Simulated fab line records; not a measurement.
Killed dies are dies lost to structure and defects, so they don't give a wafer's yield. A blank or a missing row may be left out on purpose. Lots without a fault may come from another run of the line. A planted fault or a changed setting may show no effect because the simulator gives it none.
Chamber matching	flow nand harc	pecvd-03 running NHARC_P_M1_PRE_CLEAN_32: 3 sister chambers
The step time 12 s. 3 wafers are shown with their chamber, then 11 later ones without.

== WAFERS PAIRED WITH THEIR CHAMBERS ==
wafer	chamber	heater power w (W)
L088.2	0	582
L088.6	2	562
L092.1	1	609

== WAFERS WHOSE CHAMBER IS MISSING ==
wafer	heater power w (W)
L092.2	645
L092.4	503
L093.4	681
L093.5	679
L093.6	571
L095.1	673
L095.2	522
L095.6	677
L097.1	556
L097.3	519
L097.4	540

== CHAMBER TAKEN BY EACH ==
wafer	from the rows above	in truth
L092.2	can't be placed: 1 or 0 or 2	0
L092.4	can't be placed: 2 or 0 or 1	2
L093.4	can't be placed: 1 or 0 or 2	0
L093.5	can't be placed: 1 or 0 or 2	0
L093.6	can't be placed: 2 or 0 or 1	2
L095.1	can't be placed: 1 or 0 or 2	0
L095.2	can't be placed: 2 or 0 or 1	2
L095.6	can't be placed: 1 or 0 or 2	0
L097.1	can't be placed: 2 or 0 or 1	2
L097.3	can't be placed: 2 or 0 or 1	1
L097.4	can't be placed: 2 or 0 or 1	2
Correctly placed: 0 of 11. Can't be placed from these rows: 11 (the true chamber is among the candidates in 11). Number placed wrongly: 0.
How it was worked out, from the rows above alone: a wafer's distance from a chamber is the root of the sum, over the readings, of the square of ((its reading less the chamber's mean) divided by the reading's scatter). The wafer belongs to the nearest chamber; if the next one is less than 2 further off, it can't be placed. The mean given for a chamber averages the wafers shown for that chamber. The scatter: with one shown wafer a chamber, the root of the mean of the squares of how far each hidden wafer lies from its nearest shown one.
